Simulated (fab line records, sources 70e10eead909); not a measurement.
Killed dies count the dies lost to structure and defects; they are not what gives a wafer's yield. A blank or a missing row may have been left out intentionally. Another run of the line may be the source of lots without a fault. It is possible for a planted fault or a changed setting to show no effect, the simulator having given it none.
Which of the tools did it? | flow nand_harc | Sampling: 12 lots, 36 wafers, 5 of 1302 route steps

## WHAT THE GAUGES SHOWED, per wafer
NHARC_P_M0_THK_MEAS_24: measures by xrf. Usual: thk_nm 117.9 nm, standard deviation 1.7.
lot  | measured     | on            | thk_nm (nm)       | flag
L149 | day 6 21:24  | film_metro-01 | 118.7 115.5 120.4 |
L152 | day 8 09:26  | film_metro-02 | 118.5 117.5 119.8 |
L153 | day 8 16:38  | film_metro-02 | 118.7 118.8 117.9 |
L159 | day 11 07:58 | film_metro-02 | 117.8 115.7 117.7 |
L161 | day 12 06:57 | film_metro-01 | 117.7 118.4 116.9 |
L162 | day 12 08:35 | film_metro-02 | 118.2 117.4 120.8 |
L163 | day 12 22:40 | film_metro-02 | 117.8 117.4 118.7 |
L164 | day 13 12:38 | film_metro-01 | 117.6 121.4 122.4 |
L165 | day 13 18:06 | film_metro-01 | 119.5 120.0 114.2 |
L166 | day 14 08:54 | film_metro-01 | 117.5 119.9 115.6 |
L167 | day 14 14:29 | film_metro-01 | 119.7 118.1 121.1 |
L170 | day 15 22:06 | film_metro-01 | 116.8 112.6 117.7 |

NHARC_END_SORT_01. Usual: defect_limited_yield 90.9 %, standard deviation 2.4; killed_at_array 56, standard deviation 17; killed_at_other 1.2, standard deviation 1.4; killed_at_periphery 4, standard deviation 3.2; killed_dies 61, standard deviation 16; killed_open 3.6, standard deviation 2.1; killed_short 2.7, standard deviation 1.8.
lot  | measured     | on        | defect_limited_yield (%) | killed_at_array | killed_at_other | killed_at_periphery | killed_dies | killed_open | killed_short | flag
L159 | day 30 10:35 | prober-02 | 90.1                     | 61              | 0               | 6                   | 67          | 3           | 6            |
L161 | day 30 10:31 | prober-01 | 92.6 89.7 88.0           | 47 60 76        | 0 4 3           | 3 6 2               | 50 70 81    | 2 6 5       | 1 4 2        |

## EACH LOT AND THE TOOL THAT RAN IT (in order: tool; ch and the chambers of the sampled wafers; start)
lot  | NHARC_P_M0_STRIP_18                | NHARC_P_M1_SOFTBAKE_04            | NHARC_P_M1_ETCH_35
L149 | rie_diel-12 ch 2,3, day 6 19:26    | litho_track-06 ch 0, day 6 22:00  | rie_diel-02 ch 0,2,3, day 6 23:13
L152 | rie_diel-03 ch 0,2, day 8 07:26    | litho_track-04 ch 0, day 8 10:00  | rie_diel-02 ch 0,2,3, day 8 11:06
L153 | rie_diel-08 ch 0,1,3, day 8 14:43  | litho_track-04 ch 0, day 8 17:00  | rie_diel-07 ch 0,2,3, day 8 18:20
L159 | rie_diel-03 ch 1,2,3, day 11 06:01 | litho_track-04 ch 0, day 11 09:00 | rie_diel-01 ch 0,1,2, day 11 09:56
L161 | rie_diel-12 ch 0,3, day 12 05:02   | litho_track-04 ch 0, day 12 08:00 | rie_diel-02 ch 1,2,3, day 12 09:05
L162 | rie_diel-03 ch 1,2,3, day 12 06:40 | litho_track-04 ch 0, day 12 09:00 | rie_diel-01 ch 1,2, day 12 10:29
L163 | rie_diel-12 ch 0,1, day 12 20:37   | litho_track-04 ch 0, day 12 23:00 | rie_diel-01 ch 0,1, day 13 00:22
L164 | rie_diel-03 ch 0,1, day 13 10:39   | litho_track-01 ch 0, day 13 13:00 | rie_diel-02 ch 0,1,2, day 13 14:28
L165 | rie_diel-12 ch 0,1,3, day 13 16:11 | litho_track-04 ch 0, day 13 19:00 | rie_diel-02 ch 0,2,3, day 13 19:55
L166 | rie_diel-03 ch 1,2,3, day 14 06:58 | litho_track-06 ch 0, day 14 10:00 | rie_diel-01 ch 0,1,2, day 14 10:43
L167 | rie_diel-08 ch 1,2, day 14 12:32   | litho_track-06 ch 0, day 14 15:00 | rie_diel-02 ch 1,2,3, day 14 16:11
L170 | rie_diel-12 ch 0,1, day 15 20:06   | litho_track-01 ch 0, day 15 23:00 | rie_diel-02 ch 0,3, day 15 23:54
- NHARC_P_M0_STRIP_18: strips in N2/H2.
- NHARC_P_M1_SOFTBAKE_04: time 55 s.
- NHARC_P_M1_ETCH_35: etches the open film in N2/H2, target depth 40 nm, overetch 12 nm, time 43.94 s.

## WHAT THE TOOLS THEMSELVES READ (means of the sampled wafers that have a number; where no wafer has one, the mark that the record gives instead)
NHARC_P_M0_STRIP_18. Usual: drypump_motor_current_A 5.7 A, standard deviation 0.34; n2_flow_sccm 150.0 sccm, standard deviation 0.41; oes_product_au 1.000 a.u., standard deviation 0.012; rf_vpp_V 90.5 V, standard deviation 1.1; showerhead_plenum_p_Torr 2.02 Torr, standard deviation 0.091; throttle_valve_pct 14.171 %, standard deviation 0.0079.
lot  | tool        | drypump_motor_current_A (A) | n2_flow_sccm (sccm) | oes_product_au (a.u.) | rf_vpp_V (V) | showerhead_plenum_p_Torr (Torr) | throttle_valve_pct (%) | flag
L149 | rie_diel-12 | 6.0                         | 149.5               | 0.997                 | 90.6         | 2.12                            | 14.171                 |
L152 | rie_diel-03 | 5.8                         | 150.4               | 0.997                 | 89.7         | 1.93                            | 14.171                 |
L153 | rie_diel-08 | 5.9                         | 150.0               | 1.007                 | 90.3         | 2.02                            | 14.175                 |
L159 | rie_diel-03 | 5.4                         | 150.0               | 1.003                 | 89.8         | 2.04                            | 14.170                 |
L161 | rie_diel-12 | 5.9                         | 150.2               | 0.995                 | 90.6         | 2.04                            | 14.168                 |
L162 | rie_diel-03 | 5.4                         | 150.4               | 0.996                 | 90.6         | 2.04                            | 14.174                 |
L163 | rie_diel-12 | 5.7                         | 149.7               | 1.001                 | 91.4         | 1.99                            | 14.163                 |
L164 | rie_diel-03 | 5.3                         | 150.6               | 0.995                 | 90.7         | 1.96                            | 14.170                 |
L165 | rie_diel-12 | 5.8                         | 149.9               | 0.994                 | 90.7         | 2.03                            | 14.172                 |
L166 | rie_diel-03 | 5.4                         | 149.7               | 0.981                 | 89.8         | 2.04                            | 14.172                 |
L167 | rie_diel-08 | 5.6                         | 149.9               | 0.987                 | 89.8         | 2.01                            | 14.170                 |
L170 | rie_diel-12 | 5.7                         | 150.1               | 0.979                 | 90.8         | 1.99                            | 14.170                 |

NHARC_P_M1_SOFTBAKE_04. Usual: heater_power_total_W 188.47 W, standard deviation 0.14.
lot  | tool           | heater_power_total_W (W) | flag
L149 | litho_track-06 | 188.52                   |
L152 | litho_track-04 | 193.91                   | OFF
L153 | litho_track-04 | 193.98                   | OFF
L159 | litho_track-04 | 188.57                   |
L161 | litho_track-04 | 188.43                   |
L162 | litho_track-04 | 188.42                   |
L163 | litho_track-04 | 188.55                   |
L164 | litho_track-01 | 188.48                   |
L165 | litho_track-04 | 188.40                   |
L166 | litho_track-06 | 188.43                   |
L167 | litho_track-06 | 188.43                   |
L170 | litho_track-01 | 188.38                   |

NHARC_P_M1_ETCH_35. Usual: drypump_motor_current_A 5.7 A, standard deviation 0.4; n2_flow_sccm 150.0 sccm, standard deviation 0.51; oes_product_au 1.005 a.u., standard deviation 0.013; rf_vpp_V 430.4 V, standard deviation 2.5; showerhead_plenum_p_Torr 2.03 Torr, standard deviation 0.089; throttle_valve_pct 14.172 %, standard deviation 0.0095.
lot  | tool        | drypump_motor_current_A (A) | n2_flow_sccm (sccm) | oes_product_au (a.u.) | rf_vpp_V (V) | showerhead_plenum_p_Torr (Torr) | throttle_valve_pct (%) | flag
L149 | rie_diel-02 | 5.5                         | 149.6               | 0.986                 | 431.7        | 2.09                            | 14.177                 |
L152 | rie_diel-02 | 5.4                         | 150.1               | 0.994                 | 431.8        | 2.09                            | 14.176                 |
L153 | rie_diel-07 | 5.6                         | 149.6               | 1.004                 | 430.0        | 2.02                            | 14.182                 |
L159 | rie_diel-01 | 5.7                         | 150.5               | 1.001                 | 428.9        | 1.99                            | 14.177                 |
L161 | rie_diel-02 | 5.8                         | 150.4               | 1.021                 | 430.7        | 2.06                            | 14.164                 |
L162 | rie_diel-01 | 5.5                         | 149.9               | 0.997                 | 429.9        | 2.01                            | 14.174                 |
L163 | rie_diel-01 | 6.0                         | 150.0               | 1.019                 | 429.2        | 2.00                            | 14.171                 |
L164 | rie_diel-02 | 5.6                         | 149.7               | 1.006                 | 429.3        | 2.01                            | 14.173                 |
L165 | rie_diel-02 | 5.5                         | 149.5               | 1.006                 | 432.0        | 2.09                            | 14.171                 |
L166 | rie_diel-01 | 5.7                         | 150.2               | 1.000                 | 429.1        | 1.98                            | 14.167                 |
L167 | rie_diel-02 | 5.8                         | 150.5               | 1.007                 | 431.2        | 2.06                            | 14.175                 |
L170 | rie_diel-02 | 5.6                         | 149.4               | 1.009                 | 432.5        | 2.09                            | 14.170                 |

## THE ANSWER, worked out from the rows above alone
Rule: a lot is off if the mean of its wafers that have a number lies more than 3 standard deviations from the usual mean. A lot without any number at a reading at which 4 lots or more have one is off too. Any other lot the step has rows for is counted as sound. Order of review: gauges by route order, followed by the tools' own readings, for which a lot's mean as printed above is used. The first step at which some lot is off is used, and at that step the reading that is off furthest; a lot without a number counts as furthest.
Off at NHARC_P_M1_SOFTBAKE_04 (heater_power_total_W): L152, L153.
If a tool, at that step or one of the process steps before it, ran each lot that is off and ran no sound lot following the first of them, it fits. No candidate that was tried fits.

## WHAT THE SIMULATOR PUT IN
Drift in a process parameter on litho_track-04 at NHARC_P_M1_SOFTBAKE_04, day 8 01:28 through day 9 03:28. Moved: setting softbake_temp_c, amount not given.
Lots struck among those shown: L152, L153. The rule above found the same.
